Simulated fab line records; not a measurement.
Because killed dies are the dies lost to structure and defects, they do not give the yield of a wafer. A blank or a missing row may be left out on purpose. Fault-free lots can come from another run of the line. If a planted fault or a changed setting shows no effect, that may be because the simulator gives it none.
fab line records	flow nand_harc
record: lots: 24	wafers: 72	last_day: 34
route steps=1302 shown A_STAIRCASE@885 A_SGD_CUT@908 A_SLIT@923 A_WL_FILL@965
lots untouched by any fault: they come from a run of this same line in which no faults occurred
start_h: start of the lot's first displayed wafer, in hours after the record's first day	wait_h: how many hours have passed since the lot's step before this one	" the same as in the row above	L1.1+2: a single row standing in for several wafers	- value missing, or start not given	* or withheld: withheld	< > ~ a bound
route shown NAME@n: a module of which the file shows steps, and the number in the route of the first	usual: average and standard deviation across the fault-free wafers	same: alike in all rows	chamber/n: place in a boat	sites: each site's reading	_std_site: their standard deviation	_edge_site: outer sites' mean less inner sites'	radius_mm: how far each site lies from the wafer's centre	mask NAME#n: copy n	behind: the last tool/chamber to shape the wafer	hold: cause of the lot's hold/its duration in hours/its outcome	device: the n, p or np transistor that did not switch	end of line: the same wafers' tests at the end of the route	where a step has no rows: the recipe by itself	killed: dies lost to structure and defects at the first sort, not the wafer's yield	map: the dies of a wafer, with x for killed, . for not killed, _ for no die there
set.NAME: the setting as run; set.NAME@STEP: as run at that earlier step	model.NAME: the simulator's own value behind a step, which no gauge read
a sample of lots followed through the steps of the route, with each step as a table and each wafer as a row
services: a tool's chamber out of use, with start hour (start_h, from the record's first day; less than 0 if before it), hours out, and reason
== steps ==
step: NHARC_A_STAIRCASE_DEP_471
recipe: target_thk_a: 1000	temp_c: 400	pressure_torr: 6.5	rf_w: 900	teos_flow_sccm: 161.4	flow_sccm: 2650	target_thk_nm: 100	gas: O2	material: SiO2
usual: heater_power_outer_w: 304/89	heater_power_w: 551/140	showerhead_vpp_V: 1824/160	throttle_valve_pct: 15.8/0.49
lot.wafer	tool	chamber	start_h	wait_h	heater_power_outer_w	heater_power_w	showerhead_vpp_V	throttle_valve_pct
L074.1	pecvd-03	2	446.04	-	314	564	1985	15.8
L074.3	"	1	"	"	383	685	1611	15.7
L074.6	"	1	"	"	403	679	1601	15.8
L075.2	pecvd-01	1	446.08	-	417	734	1774	15.4
L075.1	"	0	"	"	325	597	2044	16.8
L075.5	"	0	"	"	333	610	2049	16.7
L077.3	pecvd-01	2	460.76	-	292	565	1682	15.9
L077.1	"	0	"	"	360	636	2016	17.0
L077.2	"	1	"	"	426	756	1801	15.6
L076.2	pecvd-03	1	461.01	-	382	657	1594	15.8
L076.3	"	2	"	"	276	517	1970	15.6
L076.5	"	0	"	"	104	242	2008	15.8
L078.2	pecvd-04	1	478.66	-	309	552	1681	16.4
L078.4	"	0	"	"	301	533	1823	16.3
L078.6	"	2	"	"	369	542	1717	15.9
L079.3	pecvd-03	0	489.12	-	163	317	2021	15.6
L079.5	"	1	"	"	298	556	1616	15.8
L079.6	"	2	"	"	365	611	1956	16.0
L080.3	pecvd-04	0	505.17	-	300	521	1808	16.6
L080.1	"	1	"	"	317	572	1672	16.3
L080.6	"	0	"	"	303	530	1789	16.5
L082.2	pecvd-01	1	520.97	-	397	726	1776	15.4
L082.4	"	2	"	"	288	578	1704	15.1
L082.6	"	0	"	"	317	589	2036	15.9
L083.3	pecvd-01	1	521.26	-	387	688	1785	15.3
L083.1	"	0	"	"	303	571	2045	15.8
L083.4	"	1	"	"	387	693	1782	15.4
L081.2	pecvd-01	0	521.81	-	319	593	2038	16.0
L081.5	"	0	"	"	317	588	2048	15.7
L081.4	"	2	"	"	267	554	1661	14.8
L084.3	pecvd-04	0	528.77	-	306	547	1822	16.3
L084.5	"	2	"	"	316	489	1721	15.8
L084.6	"	0	"	"	313	531	1801	16.1
L086.1	pecvd-03	1	545.20	-	375	676	1607	15.5
L086.6	"	2	"	"	274	520	1943	15.6
L086.5	"	0	"	"	98	241	1981	15.5
L085.1	pecvd-04	2	548.04	-	334	522	1694	15.9
L085.6	"	2	"	"	342	534	1724	16.0
L085.5	"	1	"	"	300	532	1674	16.5
L087.1	pecvd-01	0	555.43	-	263	504	2029	16.0
L087.3	"	2	"	"	368	678	1672	15.2
L087.6	"	0	"	"	255	510	2063	15.8
L088.6	pecvd-03	0	578.23	-	149	314	2002	16.6
L088.4	"	1	"	"	352	599	1565	15.1
L088.5	"	2	"	"	269	484	1982	15.0
L089.3	pecvd-01	1	578.50	-	425	764	1780	15.5
L089.5	"	2	"	"	367	662	1723	15.1
L089.6	"	1	"	"	417	781	1787	15.5
L091.3	pecvd-01	1	601.60	-	465	811	1771	15.4
L091.5	"	0	"	"	308	574	2051	15.9
L091.6	"	2	"	"	279	571	1718	15.1
L090.2	pecvd-03	2	602.78	-	309	536	1980	15.2
L090.3	"	0	"	"	114	275	2011	16.2
L090.4	"	2	"	"	314	536	1975	15.2
L092.3	pecvd-04	0	611.08	-	334	586	1783	16.5
L092.5	"	1	"	"	270	494	1710	16.4
L092.6	"	0	"	"	337	580	1810	16.5
L093.3	pecvd-01	0	630.68	-	333	597	2005	16.0
L093.1	"	2	"	"	368	658	1704	15.3
L093.6	"	2	"	"	388	680	1674	15.4
L094.2	pecvd-03	2	630.76	-	316	538	1988	15.4
L094.4	"	2	"	"	316	551	2011	15.4
L094.6	"	1	"	"	348	626	1629	15.1
L095.2	pecvd-03	2	642.33	-	327	563	1994	15.3
L095.3	"	0	"	"	139	298	2023	16.6
L095.5	"	2	"	"	322	559	1974	15.3
L096.3	pecvd-03	0	658.07	-	78	217	2027	16.4
L096.2	"	1	"	"	398	662	1588	15.3
L096.1	"	2	"	"	237	437	1990	15.5
L097.2	pecvd-03	1	668.03	-	392	696	1613	15.4
L097.6	"	1	"	"	398	703	1584	15.4
L097.4	"	2	"	"	279	483	1949	15.1
step: NHARC_A_SGD_CUT_ETCH_16
recipe: target_depth_a: 3105	time_s: 155.2	c4f8_flow_sccm: withheld	o2_flow_sccm: 8	ar_flow_sccm: withheld	rf_w: 600	bias_w: 800	chemistry: C4F8/O2/Ar
usual: oes_product_au: 0.972/0.021	rf_vpp_V: 724/3.7
lot.wafer	tool	chamber	start_h	wait_h	oes_product_au	rf_hours_counter_h	rf_vpp_V
L074.3	rie_diel-11	2	-	-	0.985	0	723
L074.1	"	1	"	"	0.950	0	720
L074.6	"	3	"	"	1.014	-	731
L075.1	rie_diel-10	2	-	-	0.976	2	720
L075.2	"	3	"	"	0.999	1	723
L075.5	"	2	"	"	0.982	-	720
L076.3	rie_diel-11	1	-	-	0.949	1	720
L076.2	"	2	"	"	0.979	1	724
L076.5	"	2	"	"	0.973	-	725
L077.1	rie_diel-06	0	-	-	0.954	9	729
L077.2	"	1	"	"	0.954	9	723
L077.3	"	3	"	"	0.921	9	718
L078.2	rie_diel-11	3	-	-	0.992	2	729
L078.4	"	0	"	"	0.978	2	727
L078.6	"	2	"	"	0.970	-	725
L079.3	rie_diel-10	2	-	-	0.968	6	720
L079.6	"	2	"	"	0.960	-	720
L079.5	"	3	"	"	1.007	-	723
L080.3	rie_diel-11	0	-	-	0.960	3	727
L080.1	"	2	"	"	0.981	3	725
L080.6	"	0	"	"	0.953	-	726
L082.4	rie_diel-10	3	-	-	1.000	7	724
L082.2	"	0	"	"	0.990	7	728
L082.6	"	0	"	"	0.980	-	728
L083.1	rie_diel-06	3	-	-	0.952	2	717
L083.3	"	0	"	"	0.922	3	729
L083.4	"	1	"	"	0.942	2	725
L081.4	rie_diel-11	3	-	-	1.004	3	731
L081.2	"	1	"	"	0.930	4	720
L081.5	"	0	"	"	0.964	-	727
L084.3	rie_diel-11	0	-	-	0.971	4	726
L084.5	"	1	"	"	0.956	-	717
L084.6	"	2	"	"	0.971	-	725
L086.1	rie_diel-11	2	-	-	0.962	5	725
L086.5	"	1	"	"	0.925	-	719
L086.6	"	2	"	"	0.960	-	724
L085.1	rie_diel-10	1	-	-	0.970	11	727
L085.6	"	3	"	"	0.992	-	724
L085.5	"	0	"	"	1.017	-	728
L087.3	rie_diel-06	3	-	-	0.989	4	718
L087.1	"	0	"	"	0.973	4	728
L087.6	"	2	"	"	0.957	-	722
L088.4	rie_diel-10	2	-	-	0.972	14	721
L088.6	"	0	"	"	0.977	-	727
L088.5	"	1	"	"	0.975	-	724
L089.3	rie_diel-06	2	-	-	0.953	6	719
L089.6	"	1	"	"	0.980	-	723
L089.5	"	2	"	"	0.944	-	720
L091.3	rie_diel-11	0	-	-	0.949	7	726
L091.5	"	3	"	"	0.986	-	730
L091.6	"	0	"	"	0.950	-	726
L090.3	rie_diel-11	1	-	-	0.950	8	718
L090.2	"	2	"	"	0.979	8	724
L090.4	"	3	"	"	1.005	8	729
L092.3	rie_diel-10	1	-	-	0.974	1	726
L092.5	"	1	"	"	0.985	-	727
L092.6	"	2	"	"	0.968	-	720
L093.1	rie_diel-10	3	-	-	0.961	2	723
L093.3	"	1	"	"	0.991	2	726
L093.6	"	3	"	"	0.960	-	723
L094.4	rie_diel-06	1	-	-	0.977	8	723
L094.2	"	2	"	"	0.978	10	721
L094.6	"	1	"	"	0.969	-	723
L095.2	rie_diel-11	2	-	-	0.956	1	724
L095.3	"	3	"	"	0.950	1	729
L095.5	"	1	"	"	0.955	-	720
L096.1	rie_diel-10	0	-	-	1.000	5	727
L096.3	"	2	"	"	0.964	5	721
L096.2	"	3	"	"	0.992	5	724
L097.4	rie_diel-10	1	-	-	0.994	6	726
L097.2	"	3	"	"	0.985	5	722
L097.6	"	0	"	"	0.979	-	728
step: NHARC_A_SLIT_DEP_00
recipe: target_thk_a: 62000	temp_c: 400	material: aC
usual: throttle_valve_pct: 35.000/0.0083
lot.wafer	tool	chamber	start_h	wait_h	throttle_valve_pct
L074.1	acl_dep-01	0	459.90	-	34.994
L074.3	"	0	461.15	-	35.007
L074.6	"	0	463.03	-	34.992
L075.1	acl_dep-02	0	460.33	-	34.998
L075.2	"	0	"	"	34.997
L075.5	"	0	462.85	-	35.003
L077.1	acl_dep-01	0	471.89	-	34.998
L077.2	"	0	"	"	35.000
L077.3	"	0	"	"	34.998
L076.2	acl_dep-03	0	471.96	-	34.995
L076.3	"	0	"	"	35.008
L076.5	"	0	473.84	-	34.982
L078.2	acl_dep-02	0	488.17	-	35.004
L078.4	"	0	489.40	-	34.988
L078.6	"	0	490.64	-	35.001
L079.3	acl_dep-02	0	502.45	-	35.005
L079.5	"	0	503.69	-	35.015
L079.6	"	0	"	"	35.002
L080.1	acl_dep-01	0	515.29	-	35.000
L080.3	"	0	516.54	-	34.991
L080.6	"	0	518.41	-	34.989
L082.2	acl_dep-01	0	530.71	-	34.978
L082.4	"	0	531.95	-	34.981
L082.6	"	0	533.20	-	35.003
L083.1	acl_dep-03	0	530.72	-	35.002
L083.3	"	0	531.97	-	35.002
L083.4	"	0	"	"	35.001
L081.2	acl_dep-02	0	532.21	-	34.994
L081.4	"	0	533.46	-	35.003
L081.5	"	0	"	"	34.990
L084.3	acl_dep-01	0	541.39	-	35.008
L084.5	"	0	542.63	-	34.996
L084.6	"	0	"	"	34.986
L086.1	acl_dep-03	0	555.21	-	35.001
L086.5	"	0	557.73	-	34.975
L086.6	"	0	"	"	35.001
L085.1	acl_dep-03	0	558.99	-	35.003
L085.5	"	0	561.48	-	35.002
L085.6	"	0	"	"	34.994
L087.1	acl_dep-01	0	565.60	-	35.003
L087.3	"	0	566.87	-	34.985
L087.6	"	0	568.77	-	35.001
L089.3	acl_dep-02	0	589.09	-	35.017
L089.5	"	0	590.35	-	35.011
L089.6	"	0	"	"	35.006
L088.4	acl_dep-03	0	590.41	-	35.008
L088.5	"	0	"	"	34.996
L088.6	"	0	"	"	35.003
L090.2	acl_dep-03	0	612.51	-	35.006
L090.3	"	0	"	"	34.999
L090.4	"	0	"	"	35.010
L091.3	acl_dep-01	0	613.69	-	34.991
L091.5	"	0	614.96	-	34.999
L091.6	"	0	"	"	35.016
L092.3	acl_dep-01	0	624.69	-	34.996
L092.5	"	0	625.97	-	34.999
L092.6	"	0	"	"	35.012
L093.1	acl_dep-03	0	639.19	-	34.999
L093.3	"	0	640.44	-	35.012
L093.6	"	0	642.31	-	35.008
L094.2	acl_dep-01	0	639.82	-	34.990
L094.4	"	0	641.08	-	35.009
L094.6	"	0	642.34	-	35.011
L095.2	acl_dep-02	0	655.78	-	35.006
L095.3	"	0	"	"	34.999
L095.5	"	0	657.68	-	34.998
L096.1	acl_dep-02	0	668.32	-	34.983
L096.2	"	0	"	"	35.002
L096.3	"	0	"	"	34.997
L097.2	acl_dep-02	0	682.51	5.9	35.003
L097.4	"	0	683.77	7.1	35.009
L097.6	"	0	685.04	8.2	35.012
step: NHARC_A_SLIT_ETCH_26
recipe: bias_v: 400	source_w: 2000	pressure_mtorr: 25	time_s: 90	ar_flow_sccm: 375	c4f8_flow_sccm: 41.7	o2_flow_sccm: 83.3	target_depth_a: 4000	chemistry: C4F8/O2/Ar
usual: c4f8_flow_sccm: 41.70/0.12	drypump_motor_current_A: 5.3/0.43	he_backside_leak_sccm: 6.2/0.78	mfc_ar_sccm: 374.8/1.1	showerhead_plenum_p_Torr: 3.77/0.17	throttle_valve_pct: 27.619/0.0081
lot.wafer	tool	chamber	start_h	wait_h	c4f8_flow_sccm	drypump_motor_current_A	he_backside_leak_sccm	mfc_ar_sccm	rf_hours_counter_h	showerhead_plenum_p_Torr	throttle_valve_pct
L074.1	har_etch-01	0	469.69	2.5	41.85	6.0	6.4	375.7	255	3.56	27.622
L074.3	"	1	"	"	41.66	5.1	5.9	376.1	-	3.68	27.643
L074.6	"	0	"	"	41.83	6.0	6.9	375.5	-	3.56	27.615
L075.1	har_etch-02	0	469.88	3.0	41.71	4.9	4.9	375.2	42	3.96	27.622
L075.2	"	1	"	"	41.69	5.4	5.8	372.7	42	3.96	27.617
L075.5	"	0	"	"	41.57	4.8	5.2	375.9	-	3.96	27.624
L076.2	har_etch-02	0	481.17	3.1	41.81	4.8	5.0	375.1	50	3.95	27.624
L076.3	"	0	"	"	41.87	4.8	5.1	376.6	-	3.95	27.632
L076.5	"	0	"	"	41.78	4.8	5.1	374.6	-	3.95	27.618
L077.1	har_etch-01	1	481.85	3.0	41.62	5.1	6.1	373.6	267	3.68	27.609
L077.2	"	0	"	"	41.64	6.1	7.2	374.9	267	3.56	27.631
L077.3	"	1	"	"	41.58	5.1	6.1	372.6	-	3.68	27.614
L078.2	har_etch-01	0	497.08	2.5	41.81	6.0	6.4	375.0	274	3.55	27.614
L078.4	"	0	"	"	41.60	6.0	6.6	374.8	-	3.56	27.630
L078.6	"	0	"	"	41.86	6.0	6.5	374.8	-	3.55	27.623
L079.3	har_etch-02	0	510.83	1.3	41.64	4.9	5.1	377.0	-	3.94	27.597
L079.5	"	1	"	"	41.56	5.4	6.0	375.7	-	3.94	27.616
L079.6	"	0	"	"	41.70	4.9	5.3	375.2	-	3.94	27.633
L080.1	har_etch-01	0	524.65	3.0	41.60	6.1	7.0	374.9	286	3.55	27.617
L080.3	"	0	"	"	41.48	6.1	6.3	373.2	-	3.55	27.624
L080.6	"	0	"	"	41.67	6.1	6.8	373.4	-	3.55	27.622
L082.2	har_etch-02	1	540.14	3.0	41.66	5.4	5.9	374.7	81	3.93	27.639
L082.4	"	0	"	"	41.69	4.9	5.3	374.8	-	3.93	27.624
L082.6	"	1	"	"	41.78	5.4	6.0	374.2	-	3.93	27.614
L083.1	har_etch-01	0	540.32	3.1	41.74	6.0	7.6	373.8	297	3.54	27.634
L083.3	"	0	"	"	41.63	6.0	7.6	373.9	-	3.54	27.622
L083.4	"	1	"	"	41.57	5.1	6.2	371.4	-	3.66	27.635
L081.2	har_etch-02	1	543.97	3.0	41.77	5.4	5.6	375.4	84	3.93	27.615
L081.4	"	0	"	"	41.77	4.8	5.2	374.5	-	3.93	27.610
L081.5	"	1	"	"	41.92	5.4	5.8	374.9	-	3.93	27.620
L084.3	har_etch-02	0	549.77	1.3	41.87	4.8	5.4	374.5	-	3.93	27.619
L084.5	"	1	"	"	41.58	5.4	5.8	375.0	-	3.93	27.614
L084.6	"	0	"	"	41.83	4.8	5.4	374.8	-	3.93	27.626
L086.1	har_etch-02	0	564.79	2.5	41.70	4.8	5.5	374.3	95	3.92	27.618
L086.5	"	1	"	"	41.61	5.4	6.1	373.8	-	3.92	27.629
L086.6	"	0	"	"	41.68	4.8	5.6	374.8	-	3.92	27.621
L085.1	har_etch-02	0	568.52	3.0	41.70	4.9	5.3	373.7	99	3.92	27.619
L085.6	"	0	"	"	41.61	4.9	5.2	375.0	-	3.92	27.628
L085.5	"	1	"	"	41.52	5.4	6.1	373.7	-	3.92	27.613
L087.1	har_etch-02	0	576.49	2.4	41.68	4.9	5.5	376.2	107	3.92	27.625
L087.3	"	0	"	"	41.59	4.8	5.3	375.2	-	3.92	27.615
L087.6	"	1	"	"	41.80	5.3	6.2	374.2	-	3.92	27.616
L089.3	har_etch-01	0	597.46	1.9	41.69	6.0	7.4	375.9	-	3.52	27.608
L089.6	"	0	"	"	41.82	6.1	7.8	374.4	-	3.52	27.625
L089.5	"	1	"	"	41.71	5.1	7.0	375.0	-	3.64	27.624
L088.4	har_etch-02	1	599.45	1.3	41.78	5.4	6.1	375.1	-	3.91	27.617
L088.5	"	0	"	"	41.65	4.8	5.3	372.9	-	3.91	27.609
L088.6	"	1	"	"	41.75	5.4	6.0	373.7	-	3.91	27.624
L090.2	har_etch-02	0	621.25	2.4	41.69	4.8	5.6	375.1	126	3.91	27.613
L090.3	"	1	"	"	41.64	5.4	6.0	375.5	-	3.91	27.627
L090.4	"	0	"	"	41.72	4.8	5.4	375.9	-	3.91	27.613
L091.3	har_etch-01	1	621.93	1.9	41.92	5.1	6.6	373.9	-	3.63	27.625
L091.5	"	1	"	"	41.76	5.1	6.5	375.1	-	3.63	27.618
L091.6	"	0	"	"	41.71	6.0	7.9	376.7	-	3.52	27.618
L092.3	har_etch-01	1	633.34	1.9	41.83	5.1	6.3	375.2	-	3.63	27.620
L092.5	"	1	"	"	41.56	5.1	6.7	375.8	-	3.63	27.617
L092.6	"	0	"	"	41.69	6.0	7.3	375.2	-	3.51	27.618
L093.1	har_etch-01	1	648.71	2.4	41.70	5.1	6.6	375.6	359	3.62	27.624
L093.3	"	1	"	"	41.65	5.1	6.6	375.8	-	3.62	27.622
L093.6	"	1	"	"	41.92	5.1	6.5	376.8	-	3.62	27.615
L094.2	har_etch-02	0	648.86	2.4	41.65	4.9	5.4	375.6	145	3.90	27.608
L094.4	"	1	"	"	41.73	5.4	6.0	374.9	-	3.90	27.616
L094.6	"	0	"	"	41.43	4.8	5.6	375.4	-	3.90	27.602
L095.2	har_etch-02	0	668.52	2.5	41.84	4.8	5.4	372.8	156	3.89	27.619
L095.3	"	1	"	"	41.78	5.4	5.9	374.5	-	3.89	27.609
L095.5	"	0	"	"	41.72	4.8	5.6	374.7	-	3.89	27.616
L096.1	har_etch-01	0	677.91	3.1	41.83	6.0	7.4	374.1	378	3.50	27.616
L096.2	"	1	"	"	41.54	5.1	6.4	374.6	378	3.61	27.606
L096.3	"	0	"	"	41.85	6.0	8.6	373.8	-	3.50	27.622
L097.2	har_etch-01	0	694.48	3.1	41.51	6.0	7.7	375.6	386	3.49	27.619
L097.4	"	0	"	"	41.56	6.1	7.6	375.0	-	3.49	27.625
L097.6	"	1	"	"	41.79	5.1	6.4	374.2	-	3.61	27.626
step: NHARC_A_SLIT_CD_MEAS_21
usual: cd_nm: 289.6/0.93
lot.wafer	tool	chamber	start_h	wait_h	cd_nm
L074.1	cd_sem-02	-	471.08	-	289.8
L074.3	"	-	"	"	290.5
L074.6	"	-	"	"	291.0
L075.1	cd_sem-03	-	471.30	-	290.3
L075.2	"	-	"	"	290.6
L075.5	"	-	"	"	290.7
L076.2	cd_sem-02	-	482.59	-	290.2
L076.3	"	-	"	"	289.3
L076.5	"	-	"	"	288.3
L077.1	cd_sem-01	-	483.29	-	289.9
L077.2	"	-	"	"	289.1
L077.3	"	-	"	"	290.0
L078.2	cd_sem-03	-	498.56	-	290.7
L078.4	"	-	"	"	290.0
L078.6	"	-	"	"	290.2
L079.3	cd_sem-02	-	512.17	-	290.4
L079.5	"	-	"	"	290.5
L079.6	"	-	"	"	290.4
L080.1	cd_sem-02	-	526.08	-	291.6
L080.3	"	-	"	"	290.8
L080.6	"	-	"	"	291.9
L082.2	cd_sem-02	-	541.56	-	289.6
L082.4	"	-	"	"	288.9
L082.6	"	-	"	"	289.2
L083.1	cd_sem-02	-	541.74	-	289.1
L083.3	"	-	"	"	290.1
L083.4	"	-	"	"	291.8
L081.2	cd_sem-03	-	545.39	-	287.3
L081.4	"	-	"	"	288.5
L081.5	"	-	"	"	289.1
L084.3	cd_sem-02	-	551.14	0.1	291.4
L084.5	"	-	"	"	291.2
L084.6	"	-	"	"	289.7
L086.1	cd_sem-02	-	566.17	-	288.8
L086.5	"	-	"	"	289.5
L086.6	"	-	"	"	289.0
L085.1	cd_sem-01	-	569.94	-	290.2
L085.5	"	-	"	"	289.7
L085.6	"	-	"	"	289.8
L087.1	cd_sem-03	-	577.88	-	289.0
L087.3	"	-	"	"	289.4
L087.6	"	-	"	"	288.5
L089.3	cd_sem-02	-	598.83	-	289.3
L089.5	"	-	"	"	289.7
L089.6	"	-	"	"	290.0
L088.4	cd_sem-03	-	600.87	-	288.1
L088.5	"	-	"	"	289.8
L088.6	"	-	"	"	289.3
L090.2	cd_sem-01	-	622.64	-	288.6
L090.3	"	-	"	"	289.7
L090.4	"	-	"	"	289.0
L091.3	cd_sem-03	-	623.39	-	289.4
L091.5	"	-	"	"	290.6
L091.6	"	-	"	"	290.4
L092.3	cd_sem-02	-	634.79	-	290.4
L092.5	"	-	"	"	288.8
L092.6	"	-	"	"	290.4
L093.1	cd_sem-02	-	650.14	0.1	289.1
L093.3	"	-	"	"	288.8
L093.6	"	-	"	"	288.9
L094.2	cd_sem-02	-	650.39	0.1	290.6
L094.4	"	-	"	"	290.2
L094.6	"	-	"	"	290.5
L095.2	cd_sem-03	-	669.92	-	288.9
L095.3	"	-	"	"	290.2
L095.5	"	-	"	"	289.0
L096.1	cd_sem-03	-	679.33	-	290.7
L096.2	"	-	"	"	288.4
L096.3	"	-	"	"	289.4
L097.2	cd_sem-03	-	695.91	-	288.7
L097.4	"	-	"	"	288.9
L097.6	"	-	"	"	288.4
step: NHARC_A_WL_FILL_ALD_10
recipe: target_thk_a: 500	pulse_time_s: 10	ald_cycles: 500	temp_c: 300	material: SiO2
usual: heater_power_outer_w: 255/16	heater_power_w: 459/25	precursor_pulse_height_rel: 1.001/0.021
lot.wafer	tool	chamber	start_h	wait_h	heater_power_outer_w	heater_power_w	precursor_pulse_height_rel
L074.3	ald_hk-02	0	485.85	0.0	236	423	1.023
L074.1	"	1	"	"	256	451	1.023
L074.6	"	0	487.93	2.1	229	426	0.986
L075.1	ald_hk-03	3	486.37	0.6	270	447	0.982
L075.2	"	0	"	"	284	499	1.041
L075.5	"	3	488.45	2.7	262	453	0.997
L077.1	ald_hk-04	3	498.68	0.1	274	499	0.983
L077.3	"	1	499.72	1.1	247	480	0.999
L077.2	"	2	"	"	263	436	0.997
L076.3	ald_hk-02	2	500.25	1.6	261	487	0.984
L076.2	"	3	"	"	271	476	0.990
L076.5	"	0	"	"	233	433	1.032
L078.4	ald_hk-02	2	513.69	1.1	263	491	1.006
L078.2	"	3	"	"	254	469	0.984
L078.6	"	0	"	"	233	426	0.979
L079.3	ald_hk-02	2	527.14	0.6	270	490	1.004
L079.5	"	1	528.68	2.1	252	453	0.987
L079.6	"	2	"	"	264	486	0.976
L080.1	ald_hk-02	3	541.64	0.1	266	505	1.033
L080.3	"	2	543.20	1.6	257	453	0.990
L080.6	"	3	"	"	267	481	0.999
L083.3	ald_hk-02	0	554.81	0.0	242	428	1.027
L083.1	"	1	"	"	253	460	1.022
L083.4	"	2	"	"	248	470	0.965
L082.4	ald_hk-03	2	554.83	0.0	269	479	1.021
L082.2	"	0	555.84	1.1	291	491	0.969
L082.6	"	3	557.36	2.6	259	445	1.008
L081.2	ald_hk-03	3	560.06	0.6	258	442	0.984
L081.4	"	1	561.08	1.6	202	382	1.024
L081.5	"	2	"	"	278	474	0.996
L084.3	ald_hk-04	1	564.83	0.1	250	474	0.999
L084.6	"	1	566.92	2.1	259	474	1.002
L084.5	"	2	"	"	257	454	0.994
L086.1	ald_hk-02	1	579.99	0.1	249	441	0.999
L086.5	"	1	582.09	2.1	248	457	1.000
L086.6	"	2	"	"	256	467	0.982
L085.1	ald_hk-04	1	583.74	0.1	247	480	0.950
L085.6	"	1	585.79	2.1	249	473	1.010
L085.5	"	2	"	"	253	451	1.015
L087.1	ald_hk-02	0	595.96	0.1	235	449	0.997
L087.3	"	2	596.99	1.1	254	473	1.008
L087.6	"	0	598.01	2.1	240	433	0.974
L089.3	ald_hk-03	0	614.09	1.2	292	508	0.967
L089.5	"	2	615.13	2.2	262	471	0.969
L089.6	"	3	"	"	259	443	0.995
L088.4	ald_hk-02	2	618.19	1.1	257	455	1.035
L088.6	"	0	619.22	2.1	250	428	0.980
L088.5	"	1	"	"	245	437	1.031
L090.4	ald_hk-02	2	638.64	0.0	256	459	1.022
L090.3	"	3	"	"	273	489	1.037
L090.2	"	1	640.18	1.6	250	448	1.000
L091.3	ald_hk-04	0	640.21	1.6	247	447	1.002
L091.6	"	1	"	"	257	497	1.039
L091.5	"	2	"	"	252	457	1.000
L092.3	ald_hk-04	3	650.07	0.1	278	471	0.988
L092.6	"	3	652.14	2.1	283	501	1.003
L092.5	"	0	"	"	242	450	0.953
L093.3	ald_hk-02	1	663.43	0.0	247	439	0.984
L093.1	"	2	"	"	250	469	1.007
L093.6	"	1	665.49	2.1	248	452	1.016
L094.2	ald_hk-04	0	663.96	0.6	237	441	0.974
L094.4	"	1	"	"	259	491	1.056
L094.6	"	0	666.02	2.6	241	444	1.008
L095.3	ald_hk-04	2	684.79	1.1	252	446	1.000
L095.2	"	0	686.85	3.1	234	431	1.010
L095.5	"	1	687.88	4.2	253	503	0.998
L096.1	ald_hk-02	2	694.48	0.1	250	470	1.014
L096.2	"	3	"	"	272	485	0.978
L096.3	"	0	"	"	241	431	1.011
L097.4	ald_hk-04	3	710.92	0.1	271	479	1.002
L097.2	"	2	712.47	1.6	253	442	1.029
L097.6	"	3	"	"	276	476	0.993
== services ==
tool	chamber	start_h	hours	kind
acl_dep-02	-	428.78	13.0	pm
rie_diel-11	-	432.50	9.0	pm
pecvd-04	-	450.03	13.0	pm
rie_diel-11	-	453.04	0.8	repair
ald_hk-04	-	466.75	1.1	repair
rie_diel-06	2	472.65	22.8	repair
acl_dep-03	-	485.61	13.0	pm
pecvd-01	-	492.10	13.0	pm
rie_diel-10	-	501.69	1.4	repair
rie_diel-10	0	540.50	9.2	repair
pecvd-03	-	547.00	13.0	pm
rie_diel-11	0	550.18	3.1	repair
acl_dep-01	-	552.60	13.0	pm
rie_diel-10	-	596.74	9.0	pm
rie_diel-11	-	609.50	9.0	pm
ald_hk-04	-	611.53	10.0	pm
acl_dep-02	-	611.89	13.0	pm
pecvd-03	-	662.37	4.7	repair
acl_dep-03	-	668.43	13.0	pm
pecvd-03	-	672.77	2.2	repair
pecvd-01	-	673.10	13.0	pm
ald_hk-02	-	683.70	4.5	repair
ald_hk-02	-	689.41	0.4	repair
ald_hk-02	-	711.33	10.0	pm
== key ==
fault none
